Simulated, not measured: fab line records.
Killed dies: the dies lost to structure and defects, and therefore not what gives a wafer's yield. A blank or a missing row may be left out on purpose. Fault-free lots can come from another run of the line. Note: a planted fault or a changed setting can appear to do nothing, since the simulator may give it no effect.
Matching of chambers + flow n5_finfet + N5_BEOL_M13_ETCH_59 on rie_diel-06 has 4 sister chambers
The step etches BARC in N2/H2, target depth 89 nm, overetch 26.7 nm, time 67.9 s. 4 wafers are shown with their chamber, then 7 later ones without.

## WAFERS WITH THEIR CHAMBER
| wafer  | chamber | drypump_motor_current_A (A) |
|--------|---------|-----------------------------|
| L087.6 | 3       | 5.89                        |
| L089.3 | 1       | 5.30                        |
| L089.4 | 0       | 5.81                        |
| L090.5 | 2       | 5.45                        |

## WAFERS WITHOUT THEIR CHAMBER
| wafer  | drypump_motor_current_A (A) |
|--------|-----------------------------|
| L090.6 | 5.81                        |
| L093.1 | 5.80                        |
| L093.4 | 5.90                        |
| L093.6 | 5.43                        |
| L096.1 | 5.33                        |
| L096.4 | 5.79                        |
| L096.6 | 5.31                        |

## CHAMBER TAKEN BY EACH
| wafer  | from the rows above | in truth |
|--------|---------------------|----------|
| L090.6 | 0                   | 0        |
| L093.1 | 0                   | 0        |
| L093.4 | 3                   | 3        |
| L093.6 | 2                   | 2        |
| L096.1 | 1                   | 1        |
| L096.4 | 0                   | 0        |
| L096.6 | 1                   | 1        |
Correctly placed: 7 of 7. From these rows, 0 cannot be placed. Wrongly placed: 0.
How it was worked out, from the rows above alone: a wafer's distance from a chamber is the root of the sum, over the readings, of the square of ((its reading less the chamber's mean) divided by the reading's scatter). The wafer belongs to the nearest chamber; if the next one is less than 2 further off, it can't be placed. Each chamber's mean is taken over the wafers shown for it. The scatter (one wafer shown for each chamber): square how far every hidden wafer sits from the nearest shown wafer, average those squares and take the square root.
